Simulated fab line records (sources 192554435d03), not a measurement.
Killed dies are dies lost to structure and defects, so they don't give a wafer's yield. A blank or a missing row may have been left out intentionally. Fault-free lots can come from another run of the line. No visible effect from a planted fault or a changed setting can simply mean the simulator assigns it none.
Chamber matching -- flow n5_finfet -- rie_diel-05 running N5_BEOL_M12_ETCH_68: 4 sister chambers
The step etches SOC in N2/H2, time 285 s. 8 wafers are shown with their chamber, then 9 later ones without.

WAFERS WITH THEIR CHAMBER
wafer,chamber,showerhead_plenum_p_Torr (Torr),throttle_valve_pct (%)
L075.4,0,2.51,17.81
L077.5,1,2.52,17.91
L082.1,3,2.48,17.82
L082.2,2,2.61,17.49
L082.5,2,2.61,17.47
L085.1,1,2.51,17.94
L085.2,3,2.47,17.84
L085.3,0,2.50,17.84

WAFERS WHOSE CHAMBER IS MISSING
wafer,showerhead_plenum_p_Torr (Torr),throttle_valve_pct (%)
L086.1,2.61,17.52
L086.2,2.47,17.86
L086.4,2.50,17.85
L093.2,2.47,17.89
L093.5,2.47,17.89
L093.6,2.50,17.89
L096.1,2.49,17.47
L096.2,2.46,17.91
L096.5,2.60,17.54

EACH ONE'S CHAMBER
wafer,from the rows above,in truth
L086.1,2,2
L086.2,3,3
L086.4,0,0
L093.2,3,3
L093.5,3,3
L093.6,can't be placed: 1 or 0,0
L096.1,can't be placed: 2 or 0 or 3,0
L096.2,3,3
L096.5,2,2
Correctly placed: 7 of 9. Not placeable from these rows: 2 (in 2, the candidates include the true chamber). Placed wrongly: 0.
How it was worked out, from the rows above alone: a wafer's distance from a chamber is the root of the sum, over the readings, of the square of ((its reading less the chamber's mean) divided by the reading's scatter). The wafer belongs to the nearest chamber; if the next one is less than 2 further off, it can't be placed. The mean given for a chamber averages the wafers shown for that chamber. The scatter: take each reading less its chamber's mean, square it, sum over the shown wafers, divide by the number of wafers less the number of chambers, and take the root.
